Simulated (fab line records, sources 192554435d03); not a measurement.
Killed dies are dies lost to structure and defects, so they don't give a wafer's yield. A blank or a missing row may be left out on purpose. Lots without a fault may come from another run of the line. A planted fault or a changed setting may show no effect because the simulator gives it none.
Problem report in the 8D (eight disciplines) form, filled by code | flow n5_finfet | the parts of the form that need people (team, actions taken, sign-off) are left out

1. THE PROBLEM
trench_depth_nm at N5_BEOL_M3_OCD_MEAS_38 reads a mean of 44.5 nm on 3 wafers of 3 lots; wafers without a fault read 55.3 nm with a standard deviation of 0.98. That is -11 standard deviations from the usual mean.
First seen on wafer L476.4, day 9 04:32, on ocd-02. The record holds 25 wafers of 9 lots with a number at this step. Rule for "out", or "out of limits": more than 4 standard deviations from the usual mean. The other wafers with a number count as sound.

2. WHAT IT IS AND WHAT IT IS NOT
question                    | is                     | is not
which readings at this step | trench_depth_nm        | -
which lots                  | L476, L480, L481       | L469, L471, L474, L486, L490, L491
which wafers of those lots  | L476.4, L480.4, L481.6 | L476.1, L480.1, L480.2, L481.1
read on which gauges        | ocd-02                 | ocd-01
when                        | from day 9 04:32       | up to then (10 sound wafers); but 12 sound wafers of L480, L481, L486, L490, L491 came after

3. SUSPECTS, AND WHAT RULES EACH OUT
Counting: a tool at a process step up to the reading stays a suspect if it ran every lot that is out. Sound lots after the first of them don't rule it out here, since some wafers of a struck lot are sound.
- the gauge at N5_BEOL_M3_OCD_MEAS_38: kept. All the wafers that are out were read on ocd-02, and no step on other tools shows them out.
- rie_diel-01 at N5_BEOL_M3_ETCHBACK_99 (etches SiO2 in CHF3, target depth 5 nm, time 10.4 s): kept. It ran every lot that is out, first L476 (day 9 04:09); its last sound lot up to then is L474 (day 8 14:52).
- rie_diel-01 at N5_BEOL_M3_TRENCH_ETCH_37 (etches SiOC in C4F6/O2, target depth 55.555 nm, time 29.2 s): kept. It ran every lot that is out, first L476 (day 9 04:23); its last sound lot up to then is L474 (day 8 15:07).
Left after counting: rie_diel-01 at N5_BEOL_M3_ETCHBACK_99, rie_diel-01 at N5_BEOL_M3_TRENCH_ETCH_37, ocd-02 at N5_BEOL_M3_OCD_MEAS_38.

4. THE CAUSE (what the simulator had put in)
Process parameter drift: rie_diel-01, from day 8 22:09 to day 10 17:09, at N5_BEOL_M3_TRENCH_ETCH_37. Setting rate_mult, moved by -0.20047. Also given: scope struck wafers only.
Counting left 3 suspects, and this tool is among them.

5. THE CHAIN OF EFFECTS, in route order
Each row: a reading whose mean over the struck wafers that have a number lies more than 3 standard deviations from the usual. Only readings for which the record gives a usual standard deviation are gone through. hours: the time from each lot's start at the first step in this table that gives one to its start at this step, as a median over the lots. sigmas: the change in usual standard deviations.
hours | step                   | reading         | usual   | on struck wafers | change | sigmas
0     | N5_BEOL_M3_OCD_MEAS_38 | trench_depth_nm | 55.3 nm | 44.5             | -10.8  | -11
Later measuring or inspecting steps at which every struck wafer that the step has a row for has a number for every such reading, and none has moved that far: N5_BEOL_M4_RC_MEAS_101.

6. WHAT WOULD HAVE CAUGHT IT SOONER
In this record the first reading out of limits at a measuring or inspecting step was taken at day 9 04:32, 6 hours after the fault began at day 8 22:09.
Of the tool readings at N5_BEOL_M3_TRENCH_ETCH_37 for which the record gives a usual standard deviation, none was out on any struck wafer, so an alarm limit of 4 standard deviations on them would not have fired.
Of the lots that are out (3), L480, L481 began N5_BEOL_M3_TRENCH_ETCH_37 on rie_diel-01 after day 9 04:32. A hold on the tool at that time would have spared those 2.
